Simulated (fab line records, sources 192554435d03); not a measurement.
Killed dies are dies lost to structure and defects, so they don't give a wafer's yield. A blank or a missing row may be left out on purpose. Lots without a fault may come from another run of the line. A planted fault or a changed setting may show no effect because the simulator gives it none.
fab line records | flow n5_finfet
record lots=7 wafers=21
route steps=1938 shown BEOL_M13@1681 BEOL_M14@1751 PASSIVATION@1901
start_h: hours from the record's first day to the start of the lot's first wafer shown | wait_h: hours since the lot's step before | " the same as in the row above | L1.1+2: a row that stands for several wafers | - no value, or no start given | * or withheld: withheld | < > ~ a bound
route shown NAME@n: a module of which the file shows steps, and the number in the route of the first | usual: mean/standard deviation of fault-free wafers | same: alike in all rows | chamber/n: place in a boat | sites: the reading at each site | _std_site: their standard deviation | _edge_site: outer sites' mean less inner sites' | radius_mm: how far each site lies from the wafer's centre | mask NAME#n: copy n | behind: the tool/chamber that last shaped the wafer | hold: why the lot was held/for how many hours/how that ended | device: the transistor (n, p or np) that didn't switch | end of line: the same wafers' tests at the end of the route | a step without rows: its recipe alone | killed: dies lost to structure and defects at the first sort, not the wafer's yield | map: a wafer's dies, x killed, . not, _ none there
set.NAME: the setting as run; set.NAME@STEP: as run at that earlier step | model.NAME: the simulator's own value behind a step, which no gauge read
lots whose settings were changed on purpose; a table a step, a row a wafer
## steps
# step N5_BEOL_M13_COAT_66
# recipe resist=SiARC temp_c=220 time_s=60 spin_rpm=1500 resist_thk_nm=110
# columns lot.wafer tool chamber start_h wait_h set.spin_rpm model.SiARC_of_BEOL_M13_COAT_66.thk_nm
L078.2 litho_track-03 0 - - 1500 109.6
L078.3 " 0 " " 1500 109.8
L078.5 " 0 " " 1636 105
L080.4 litho_track-02 0 - - 1500 109.4
L080.5+6 " 0 " " 1500 109.6
L076.1 litho_track-02 0 - - 1500 109.6
L076.3 " 0 " " 1362 115.2
L076.4 " 0 " " 1362 114.8
L091.1+3 litho_track-02 0 - - 1500 109.6
L091.4 " 0 " " 1500 110
L090.3 litho_track-03 0 - - 1500 109.6
L090.4 " 0 " " 1545 107.8
L090.5 " 0 " " 1545 108
L093.4 litho_track-02 0 - - 1557 108
L093.5 " 0 " " 1500 109.8
L093.6 " 0 " " 1557 107.6
L095.1 litho_track-02 0 - - 1342 116.4
L095.4 " 0 " " 1500 110.2
L095.5 " 0 " " 1500 109.6
# step N5_BEOL_M13_COAT_22
# recipe spin_rpm=2888 resist_thk_nm=300
# step N5_BEOL_M13_EBR_24
# recipe solvent=PGMEA ebr_width_mm=1.5
# step N5_BEOL_M13_DESCUM_33
# recipe chemistry=O2 time_s=7.9 source_power_w=50 bias_power_w=20 pressure_mtorr=20 rf_frequency_hz=2.712e+07 temp_c=40 o2_flow_sccm=225
# step N5_BEOL_M13_ETCH_67
# recipe chemistry=CF4 target=SiARC target_depth_a=1430 time_s=238.3 ion_energy_ev=80 pressure_mtorr=40 source_w=545 bias_w=36 Ar_flow_sccm=100 cf4_flow_sccm=100 ends=cleared
# usual etch_rf_on_time_s=240/5.1
# columns lot.wafer tool chamber start_h wait_h set.spin_rpm@BEOL_M13_COAT_66 etch_rf_on_time_s model.etch.depth_nm model.coat_of_BEOL_M13_COAT_22.thk_nm
L078.2 rie_diel-04 0 380.19 0.0 1500 247 109.5 211
L078.3 " 3 " " 1500 249 109.8 210.6
L078.5 " 0 " " 1636 237 105.1 215.2
L080.4 rie_diel-05 3 437.93 0.0 1500 231 109.5 210
L080.5 " 1 " " 1500 236 109.5 210.8
L080.6 " 2 " " 1500 238 109.6 210.8
L076.1 rie_diel-04 1 460.25 0.0 1500 231 109.6 212
L076.3 " 2 " " 1362 246 115.1 208.2
L076.4 " 0 " " 1362 254 114.7 209.2
L091.1 rie_diel-05 0 485.95 0.0 1500 243 109.7 211.6
L091.3 " 1 " " 1500 236 109.6 212.6
L091.4 " 2 " " 1500 238 110.1 212.6
L090.3 rie_diel-04 3 488.38 0.0 1500 238 109.6 210.8
L090.4 " 0 " " 1545 242 107.8 212.2
L090.5 " 0 " " 1545 240 108 211.6
L093.4 rie_diel-04 2 514.86 0.0 1557 238 108 212
L093.5 " 2 " " 1500 241 109.8 211.4
L093.6 " 1 " " 1557 230 107.6 212.8
L095.1 rie_diel-05 1 516.25 0.0 1342 253 116.4 205.4
L095.4 " 3 " " 1500 234 110.1 208.8
L095.5 " 1 " " 1500 240 109.7 209.8
# step N5_BEOL_M13_ETCH_68
# recipe chemistry=N2/H2 target=SOC mask_material=SiARC source_w=3000 bias_w=350 temp_c=40 time_s=355 ion_energy_ev=200 pressure_mtorr=30 n2_flow_sccm=200 h2_flow_sccm=200
# columns lot.wafer tool chamber start_h wait_h set.spin_rpm@BEOL_M13_COAT_66 model.SiARC_of_BEOL_M13_COAT_66.thk_nm
L078.2 rie_diel-04 0 380.33 0.1 1500 76.2
L078.3 " 3 " " 1500 77.2
L078.5 " 0 " " 1636 72
L080.4 rie_diel-05 3 438.07 0.1 1500 75.8
L080.5 " 1 " " 1500 76.6
L080.6 " 2 " " 1500 76.8
L076.1 rie_diel-04 1 460.39 0.1 1500 75.8
L076.3 " 2 " " 1362 82.6
L076.4 " 0 " " 1362 82
L091.1 rie_diel-05 0 486.10 0.1 1500 76.6
L091.3 " 1 " " 1500 77.2
L091.4 " 2 " " 1500 77.4
L090.3 rie_diel-04 3 488.53 0.1 1500 76.2
L090.4+5 " 0 " " 1545 75.2
L093.4 rie_diel-04 2 515.01 0.1 1557 76
L093.5 " 2 " " 1500 77.8
L093.6 " 1 " " 1557 74.4
L095.1 rie_diel-05 1 516.40 0.1 1342 83.6
L095.4 " 3 " " 1500 77
L095.5 " 1 " " 1500 77.4
# step N5_BEOL_M14_ETCH_68
# recipe chemistry=N2/H2 target=SOC mask_material=SiARC source_w=3000 bias_w=350 temp_c=40 time_s=450 ion_energy_ev=200 pressure_mtorr=30 n2_flow_sccm=200 h2_flow_sccm=200
# columns lot.wafer tool chamber start_h wait_h set.time_s model.SiARC_of_BEOL_M14_COAT_66.thk_nm
L078.2 rie_diel-02 1 385.56 0.1 545.4 57.6
L078.3 " 0 " " 545.4 57.8
L078.5 " 2 " " 450 64.2
L080.4 rie_diel-03 2 445.15 0.1 450 65
L080.5 " 3 " " 450 64.2
L080.6 " 2 " " 450 65.2
L076.1 rie_diel-03 3 467.82 0.1 394.8 69.6
L076.3 " 1 " " 394.8 70.2
L076.4 " 0 " " 450 65.6
L091.1 rie_diel-02 3 491.06 0.1 450 65
L091.3 " 2 " " 450 63.6
L091.4 " 0 " " 370.6 73.8
L090.3 rie_diel-02 2 498.47 0.1 357 73.2
L090.4 " 1 " " 450 66.6
L090.5 " 3 " " 357 74
L093.4 rie_diel-02 1 522.26 0.1 450 66.2
L093.5 " 0 " " 450 66
L093.6 " 2 " " 450 63.6
L095.1+4 rie_diel-03 3,1 522.71 0.1 450 64.4
L095.5 " 2 " " 450 65.2
# step N5_BEOL_M14_SPUTTER_43
# recipe material=TaN target_thk_a=150 temp_c=50 bias_v=168.6 power_w=15000 chamber_pressure_pa=0.12 time_s=24.19
# columns lot.wafer tool chamber start_h wait_h set.power_w model.TaN_of_BEOL_M14_SPUTTER_43.thk_nm
L078.2 pvd_sputter-01 - 386.74 0.0 15000 14.8
L078.3+5 " - " " 15000 15
L080.4+6 pvd_sputter-03 - 449.72 0.0 15000 15
L080.5 " - " " 15000 14.8
L076.1 pvd_sputter-01 - 472.84 0.0 16210 16.6
L076.3 " - " " 15000 15.4
L076.4 " - " " 15000 15.6
L091.1+4 pvd_sputter-01 - 497.59 0.0 15000 14.8
L091.3 " - " " 15000 15
L090.3+5 pvd_sputter-01 - 501.29 0.0 15000 15.2
L090.4 " - " " 16900 17.2
L093.4+5 pvd_sputter-03 - 526.64 0.0 16700 16.6
L093.6 " - " " 16700 16.4
L095.1 pvd_sputter-03 - 527.60 0.0 15830 15.8
L095.4+5 " - " " 15000 15
# step N5_PASSIVATION_EXPOSE_27
# recipe mask_id=PAD na=0.55 source_shape=conventional sigma_outer=0.8 polarization=unpolarized defocus_nm=0 dose_mj=32.3
# columns lot.wafer tool chamber start_h wait_h mask set.dose_mj
L078.2+3+5 krf_scanner-02 0 418.13 - PAD#0 32.3
L080.4+5+6 krf_scanner-01 0 469.65 - PAD#0 32.3
L076.1+4 krf_scanner-01 0 491.12 - PAD#0 32.3
L076.3 " 0 " " PAD#0 31.64
L091.1+3 krf_scanner-01 0 513.75 - PAD#0 32.3
L091.4 " 0 " " PAD#0 34.04
L090.3+4 krf_scanner-01 0 518.51 - PAD#0 30.89
L090.5 " 0 " " PAD#0 32.3
L095.1+5 krf_scanner-02 0 545.09 - PAD#0 32.3
L095.4 " 0 " " PAD#0 31.67
L093.4+6 krf_scanner-01 0 548.56 - PAD#0 30.85
L093.5 " 0 " " PAD#0 32.3
# step N5_PASSIVATION_PEB_28
# recipe peb_temp_c=withheld peb_time_s=*
# step N5_PASSIVATION_DEVELOP_29
# recipe develop_time_s=60 rinse_liquid=diw dry=air_spin dev_temp_c=21
# step N5_PASSIVATION_HARDBAKE_31
# recipe temp_c=130 time_s=120
# step N5_PASSIVATION_CD_MEAS_30
# recipe target_cd_nm=4000 landing_energy_ev=500 detector=se_inlens polarity=opening
# usual cd_nm=3999.7/2.1
# columns lot.wafer tool chamber start_h wait_h set.dose_mj@PASSIVATION_EXPOSE_27 cd_nm
L078.2 cd_sem-01 0 418.30 - 32.3 4002.2
L078.3 " 0 " " 32.3 4002.1
L078.5 " 0 " " 32.3 4001.9
L080.4 cd_sem-03 0 469.81 - 32.3 3999.6
L080.5 " 0 " " 32.3 3999.3
L080.6 " 0 " " 32.3 4003.9
L076.1 cd_sem-02 0 491.30 - 32.3 3996.3
L076.3 " 0 " " 31.64 3994.7
L076.4 " 0 " " 32.3 3998.6
L091.1 cd_sem-02 0 513.93 - 32.3 4003.1
L091.3 " 0 " " 32.3 3999.9
L091.4 " 0 " " 34.04 4009.2
L090.3 cd_sem-03 0 518.67 - 30.89 3989.6
L090.4 " 0 " " 30.89 3994.0
L090.5 " 0 " " 32.3 4001.7
L095.1 cd_sem-02 0 545.26 - 32.3 3998.9
L095.4 " 0 " " 31.67 3996.6
L095.5 " 0 " " 32.3 3999.9
L093.4 cd_sem-01 0 548.72 - 30.85 3987.2
L093.5 " 0 " " 32.3 4002.5
L093.6 " 0 " " 30.85 3992.4
## key
split step=N5_BEOL_M13_COAT_66 setting=spin_rpm stated=1500 by=wafer
response step=N5_BEOL_M13_COAT_66 reading=model.SiARC_of_BEOL_M13_COAT_66.thk_nm change=-0.576 per=1% r=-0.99
response step=N5_BEOL_M13_ETCH_67 reading=etch_rf_on_time_s change=* per=1% r=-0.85
response step=N5_BEOL_M13_ETCH_67 reading=model.etch.depth_nm change=-0.57 per=1% r=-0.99
response step=N5_BEOL_M13_ETCH_67 reading=model.coat_of_BEOL_M13_COAT_22.thk_nm change=+0.393 per=1% r=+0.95
response step=N5_BEOL_M13_ETCH_68 reading=model.SiARC_of_BEOL_M13_COAT_66.thk_nm change=-0.607 per=1% r=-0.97
split step=N5_BEOL_M14_ETCH_68 setting=time_s stated=450 by=wafer
response step=N5_BEOL_M14_ETCH_68 reading=model.SiARC_of_BEOL_M14_COAT_66.thk_nm change=-0.376 per=1% r=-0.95
split step=N5_BEOL_M14_SPUTTER_43 setting=power_w stated=15000 by=wafer
response step=N5_BEOL_M14_SPUTTER_43 reading=model.TaN_of_BEOL_M14_SPUTTER_43.thk_nm change=+0.151 per=1% r=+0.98
split step=N5_PASSIVATION_EXPOSE_27 setting=dose_mj stated=32.3 by=wafer
response step=N5_PASSIVATION_CD_MEAS_30 reading=cd_nm change=+2 per=1% r=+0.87
